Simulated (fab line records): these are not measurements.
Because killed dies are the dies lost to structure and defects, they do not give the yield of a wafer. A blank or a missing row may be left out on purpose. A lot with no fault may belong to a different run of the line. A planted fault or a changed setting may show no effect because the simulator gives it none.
Which tool was responsible? :: flow n5-finfet :: 27 wafers sampled from 9 lots at 1 step of a route of 1938

## WHAT EACH GAUGE READ, for each wafer
N5_BEOL_M4_RS_MEAS_58: measurement is done with a four-point probe.
lot: L821
measured: day 11 01:37
on: film-metro-02
M4_RS (ohm/sq): 0.627 0.633 0.656

lot: L819
measured: day 11 02:11
on: film-metro-02
M4_RS (ohm/sq): 0.671 0.651 0.667

lot: L823
measured: day 11 16:57
on: film-metro-02
M4_RS (ohm/sq): 0.666 0.665 0.657

lot: L830
measured: day 13 02:25
on: film-metro-01
M4_RS (ohm/sq): 0.659 0.683 0.652

lot: L833
measured: day 14 08:14
on: film-metro-01
M4_RS (ohm/sq): 0.670 0.654 0.675

lot: L835
measured: day 14 11:41
on: film-metro-01
M4_RS (ohm/sq): 0.768 0.728 0.718

lot: L836
measured: day 14 12:06
on: film-metro-01
M4_RS (ohm/sq): 0.713 0.689 0.695

lot: L834
measured: day 14 13:38
on: film-metro-01
M4_RS (ohm/sq): 0.706 0.704 0.696

lot: L837
measured: day 16 04:29
on: film-metro-01
M4_RS (ohm/sq): 0.663 0.714 0.698

## TOOL THAT RAN EACH LOT (tool first, then ch and the chambers of the sampled wafers, then the start)
The record holds no process step before these readings.

## THE ANSWER, worked out from the rows above alone
Rule: the lots themselves supply what counts as usual. Put in order of their means at a reading, lots are off if they are a third of the lots or fewer, leave a main group of 4 or more, and stand apart from it by a gap of 3 or more times the standard deviation of the main group's means; of several such gaps the widest counts. If all means in a main group match to the digits the tables above print for the reading, that group is not used. A lot without any number at a reading at which 4 lots or more have one is off too. Any other lot the step has rows for is counted as sound.
Nothing can be told from this: no lot is off at any reading shown.

## WHAT WAS PUT IN BY THE SIMULATOR
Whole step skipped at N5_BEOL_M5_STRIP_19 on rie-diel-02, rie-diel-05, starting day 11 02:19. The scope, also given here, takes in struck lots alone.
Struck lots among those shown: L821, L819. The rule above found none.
